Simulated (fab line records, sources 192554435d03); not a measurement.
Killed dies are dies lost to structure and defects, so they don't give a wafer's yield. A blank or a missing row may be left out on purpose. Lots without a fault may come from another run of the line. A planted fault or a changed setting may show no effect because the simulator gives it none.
Chamber matching | flow n5_finfet | N5_BEOL_M7_STRIP_19 on rie_diel-06: 4 sister chambers
The step strips in O2. 8 wafers are shown with their chamber, then 8 later ones without.

WAFERS WITH THEIR CHAMBER
wafer  | chamber | showerhead_plenum_p_Torr (Torr) | drypump_motor_current_A (A)
L081.5 | 3       | 2.18                            | 5.6
L080.3 | 1       | 2.01                            | 5.8
L080.4 | 3       | 2.17                            | 5.6
L080.5 | 0       | 2.14                            | 6.5
L085.1 | 2       | 1.99                            | 6.7
L085.2 | 1       | 2.01                            | 5.8
L085.6 | 2       | 1.99                            | 6.7
L090.1 | 0       | 2.14                            | 6.4

WAFERS WITHOUT THEIR CHAMBER
wafer  | showerhead_plenum_p_Torr (Torr) | drypump_motor_current_A (A)
L090.2 | 2.01                            | 5.8
L090.4 | 1.99                            | 6.7
L088.1 | 2.01                            | 5.8
L088.3 | 2.13                            | 6.4
L088.5 | 2.17                            | 5.6
L089.2 | 2.17                            | 5.6
L089.4 | 2.13                            | 6.5
L089.5 | 2.17                            | 5.6

WHICH CHAMBER EACH WENT THROUGH
wafer  | from the rows above | in truth
L090.2 | 1                   | 1
L090.4 | 2                   | 2
L088.1 | 1                   | 1
L088.3 | 0                   | 0
L088.5 | 3                   | 3
L089.2 | 3                   | 3
L089.4 | 0                   | 0
L089.5 | 3                   | 3
Placed correctly: 8 of 8. Can't be placed from these rows: 0. Placed wrongly: 0.
How it was worked out, from the rows above alone: a wafer's distance from a chamber is the root of the sum, over the readings, of the square of ((its reading less the chamber's mean) divided by the reading's scatter). The wafer belongs to the nearest chamber; if the next one is less than 2 further off, it can't be placed. A chamber's mean is the mean of its shown wafers. The scatter: the root of (the sum of the squares of (reading less its chamber's mean) over the shown wafers, divided by (wafers less chambers)).
